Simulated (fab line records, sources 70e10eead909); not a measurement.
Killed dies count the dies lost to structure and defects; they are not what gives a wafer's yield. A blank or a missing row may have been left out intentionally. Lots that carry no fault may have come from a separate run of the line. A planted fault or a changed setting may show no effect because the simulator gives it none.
Chamber matching | flow nandHarc | NHARC_P_M2_PRE_CLEAN_32 on pecvd-04 has 3 sister chambers
The step time 12 s. 3 wafers are shown with their chamber, then 10 later ones without.

== WAFERS PAIRED WITH THEIR CHAMBERS ==
wafer  | chamber | heaterPowerOuterW (W)
L092.4 | 2       | 336
L093.1 | 0       | 377
L093.2 | 1       | 336

== WAFERS WITHOUT THEIR CHAMBER ==
wafer  | heaterPowerOuterW (W)
L093.4 | 327
L094.1 | 329
L094.2 | 284
L094.5 | 280
L095.3 | 444
L095.4 | 451
L095.6 | 328
L096.1 | 291
L096.2 | 314
L096.6 | 317

== THE CHAMBER EACH PASSED THROUGH ==
wafer  | from the rows above          | in truth
L093.4 | can't be placed: 1 or 2 or 0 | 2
L094.1 | can't be placed: 1 or 2 or 0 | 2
L094.2 | can't be placed: 1 or 2 or 0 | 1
L094.5 | can't be placed: 1 or 2 or 0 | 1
L095.3 | can't be placed: 0 or 1 or 2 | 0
L095.4 | can't be placed: 0 or 1 or 2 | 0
L095.6 | can't be placed: 1 or 2 or 0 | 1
L096.1 | can't be placed: 1 or 2 or 0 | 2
L096.2 | can't be placed: 1 or 2 or 0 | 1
L096.6 | can't be placed: 1 or 2 or 0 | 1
0 of 10 placed correctly. Unplaceable from these rows: 10, with the true chamber sitting among the candidates in 10. Number placed wrongly: 0.
How it was worked out, from the rows above alone: a wafer's distance from a chamber is the root of the sum, over the readings, of the square of ((its reading less the chamber's mean) divided by the reading's scatter). The wafer belongs to the nearest chamber; if the next one is less than 2 further off, it can't be placed. A chamber's mean is the mean of its shown wafers. The scatter: root of mean squared gap, hidden wafer to nearest shown wafer, with one shown wafer a chamber.
